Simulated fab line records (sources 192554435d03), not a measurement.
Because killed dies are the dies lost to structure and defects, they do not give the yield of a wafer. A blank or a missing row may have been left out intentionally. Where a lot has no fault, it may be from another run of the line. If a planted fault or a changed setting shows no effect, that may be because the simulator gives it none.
Commonality check across tools / flow n5 finfet / 10 lots, 30 wafers sampled

## WHAT PROMPTED THE OPENING
Of 10 lots, 2 have the reading RC_N flagged at N5_BEOL_M4_RC_MEAS_101. Wafers without a fault read 15.4 ohm.um, standard deviation 0.35.
Rule: a lot is flagged in two cases, either no wafer of it has a number, or all its wafers with numbers fall more than 4 standard deviations from that mean. The rest of the lots are taken to be sound.

lot=L295; measured=day 10 21:20; on=prober-01; RC_N (ohm.um), wafer by wafer=15.6 15.9 15.4; flag=
lot=L297; measured=day 10 23:23; on=prober-01; RC_N (ohm.um), wafer by wafer=15.3 15.2 15.3; flag=
lot=L300; measured=day 11 19:07; on=prober-01; RC_N (ohm.um), wafer by wafer=26.8 26.7 26.6; flag=FLAGGED
lot=L303; measured=day 13 07:55; on=prober-01; RC_N (ohm.um), wafer by wafer=27.1 26.9 27.4; flag=FLAGGED
lot=L309; measured=day 14 08:27; on=prober-02; RC_N (ohm.um), wafer by wafer=14.8 15.0 14.8; flag=
lot=L311; measured=day 15 02:08; on=prober-02; RC_N (ohm.um), wafer by wafer=15.4 15.6 15.4; flag=
lot=L312; measured=day 15 06:29; on=prober-01; RC_N (ohm.um), wafer by wafer=15.4 15.2 15.6; flag=
lot=L314; measured=day 15 07:17; on=prober-02; RC_N (ohm.um), wafer by wafer=15.2 15.4 15.6; flag=
lot=L316; measured=day 15 15:10; on=prober-01; RC_N (ohm.um), wafer by wafer=15.8 15.3 15.5; flag=
lot=L317; measured=day 16 15:03; on=prober-02; RC_N (ohm.um), wafer by wafer=14.8 15.1 15.3; flag=
The numbers of the flagged lots are 26.9 ohm.um on average: +11.5 ohm.um against the usual, or +33 standard deviations.

## TOOL THAT RAN EACH LOT
The record holds 3 process steps before the reading, out of a route of 1938 steps. Cell contents, in order: the tool; ch with the chambers the sampled wafers went through; the start.
lot=L295; flag=; N5_MOL_CONTACT_COAG_IMPLANT_129=implanter-01 ch 0, day 4 20:54; N5_MOL_CONTACT_COAG_TI_SIL_19=pvd sputter-02, day 4 21:40; N5_MOL_CONTACT_COAG_SPUTTER_130=pvd sputter-03, day 5 01:26
lot=L297; flag=; N5_MOL_CONTACT_COAG_IMPLANT_129=implanter-01 ch 0, day 5 04:09; N5_MOL_CONTACT_COAG_TI_SIL_19=pvd sputter-01, day 5 05:31; N5_MOL_CONTACT_COAG_SPUTTER_130=pvd sputter-03, day 5 10:10
lot=L300; flag=FLAGGED; N5_MOL_CONTACT_COAG_IMPLANT_129=implanter-01 ch 0, day 5 22:36; N5_MOL_CONTACT_COAG_TI_SIL_19=pvd sputter-01, day 5 23:08; N5_MOL_CONTACT_COAG_SPUTTER_130=pvd sputter-02, day 6 05:02
lot=L303; flag=FLAGGED; N5_MOL_CONTACT_COAG_IMPLANT_129=implanter-01 ch 0, day 6 18:03; N5_MOL_CONTACT_COAG_TI_SIL_19=pvd sputter-01, day 6 20:08; N5_MOL_CONTACT_COAG_SPUTTER_130=pvd sputter-01, day 6 23:53
lot=L309; flag=; N5_MOL_CONTACT_COAG_IMPLANT_129=implanter-02 ch 0, day 8 06:22; N5_MOL_CONTACT_COAG_TI_SIL_19=pvd sputter-03, day 8 07:23; N5_MOL_CONTACT_COAG_SPUTTER_130=pvd sputter-02, day 8 12:22
lot=L311; flag=; N5_MOL_CONTACT_COAG_IMPLANT_129=implanter-02 ch 0, day 8 15:47; N5_MOL_CONTACT_COAG_TI_SIL_19=pvd sputter-01, day 8 16:44; N5_MOL_CONTACT_COAG_SPUTTER_130=pvd sputter-01, day 8 22:53
lot=L312; flag=; N5_MOL_CONTACT_COAG_IMPLANT_129=implanter-01 ch 0, day 9 00:52; N5_MOL_CONTACT_COAG_TI_SIL_19=pvd sputter-01, day 9 01:32; N5_MOL_CONTACT_COAG_SPUTTER_130=pvd sputter-01, day 9 06:51
lot=L314; flag=; N5_MOL_CONTACT_COAG_IMPLANT_129=implanter-01 ch 0, day 9 15:01; N5_MOL_CONTACT_COAG_TI_SIL_19=pvd sputter-02, day 9 15:28; N5_MOL_CONTACT_COAG_SPUTTER_130=pvd sputter-03, day 9 20:22
lot=L316; flag=; N5_MOL_CONTACT_COAG_IMPLANT_129=implanter-01 ch 0, day 10 02:14; N5_MOL_CONTACT_COAG_TI_SIL_19=pvd sputter-01, day 10 02:53; N5_MOL_CONTACT_COAG_SPUTTER_130=pvd sputter-01, day 10 06:37
lot=L317; flag=; N5_MOL_CONTACT_COAG_IMPLANT_129=implanter-01 ch 0, day 10 04:29; N5_MOL_CONTACT_COAG_TI_SIL_19=pvd sputter-02, day 10 04:55; N5_MOL_CONTACT_COAG_SPUTTER_130=pvd sputter-02, day 10 09:36
What is done by these steps:
- N5_MOL_CONTACT_COAG_IMPLANT_129
- N5_MOL_CONTACT_COAG_TI_SIL_19: material Ti, target thk 4.2 nm, time 15 s.
- N5_MOL_CONTACT_COAG_SPUTTER_130: material Co, target thk 47.5 nm.
- N5_BEOL_M4_RC_MEAS_101

## FLAGGED AGAINST TOTAL, ONE TOOL AT A TIME (gauges that did the reading follow at the end)
step=N5_MOL_CONTACT_COAG_IMPLANT_129; tool=implanter-01; lots run=8; flagged=2; share of the flagged lots=all; sound lots run after its first flagged lot=4 (L312,L314,L316,L317)
step=N5_MOL_CONTACT_COAG_IMPLANT_129; tool=implanter-02; lots run=2; flagged=0; share of the flagged lots=none; sound lots run after its first flagged lot=-
step=N5_MOL_CONTACT_COAG_TI_SIL_19; tool=pvd sputter-01; lots run=6; flagged=2; share of the flagged lots=all; sound lots run after its first flagged lot=3 (L311,L312,L316)
step=N5_MOL_CONTACT_COAG_TI_SIL_19; tool=pvd sputter-02; lots run=3; flagged=0; share of the flagged lots=none; sound lots run after its first flagged lot=-
step=N5_MOL_CONTACT_COAG_TI_SIL_19; tool=pvd sputter-03; lots run=1; flagged=0; share of the flagged lots=none; sound lots run after its first flagged lot=-
step=N5_MOL_CONTACT_COAG_SPUTTER_130; tool=pvd sputter-01; lots run=4; flagged=1; share of the flagged lots=some; sound lots run after its first flagged lot=3 (L311,L312,L316)
step=N5_MOL_CONTACT_COAG_SPUTTER_130; tool=pvd sputter-02; lots run=3; flagged=1; share of the flagged lots=some; sound lots run after its first flagged lot=2 (L309,L317)
step=N5_MOL_CONTACT_COAG_SPUTTER_130; tool=pvd sputter-03; lots run=3; flagged=0; share of the flagged lots=none; sound lots run after its first flagged lot=-
step=N5_BEOL_M4_RC_MEAS_101; tool=prober-01; lots run=6; flagged=2; share of the flagged lots=all; sound lots run after its first flagged lot=2 (L312,L316)
step=N5_BEOL_M4_RC_MEAS_101; tool=prober-02; lots run=4; flagged=0; share of the flagged lots=none; sound lots run after its first flagged lot=-

## WHAT THE TABLE PERMITS
Rows of the table that ran every flagged lot, 3 in all: implanter-01 at N5_MOL_CONTACT_COAG_IMPLANT_129, pvd sputter-01 at N5_MOL_CONTACT_COAG_TI_SIL_19, prober-01 at N5_BEOL_M4_RC_MEAS_101.
- implanter-01 at N5_MOL_CONTACT_COAG_IMPLANT_129 ran 8 lots, 2 of them flagged. After the first flagged lot (L312, L314, L316, L317), sound lots still ran on it; a lasting fault on the whole tool would not permit that. Its own readings lie more than 4 standard deviations out on every wafer of the flagged lots: beam energy keV.
- pvd sputter-01 at N5_MOL_CONTACT_COAG_TI_SIL_19 ran 6 lots, 2 of them flagged. After the first flagged lot (L311, L312, L316), sound lots still ran on it; a lasting fault on the whole tool would not permit that.
- prober-01 at N5_BEOL_M4_RC_MEAS_101 ran 6 lots, 2 of them flagged. After the first flagged lot (L312, L316), sound lots still ran on it; a lasting fault on the whole tool would not permit that.
Not one row of the table ran every flagged lot while running no sound lot after the first.

## WHAT THE SIMULATOR PUT IN
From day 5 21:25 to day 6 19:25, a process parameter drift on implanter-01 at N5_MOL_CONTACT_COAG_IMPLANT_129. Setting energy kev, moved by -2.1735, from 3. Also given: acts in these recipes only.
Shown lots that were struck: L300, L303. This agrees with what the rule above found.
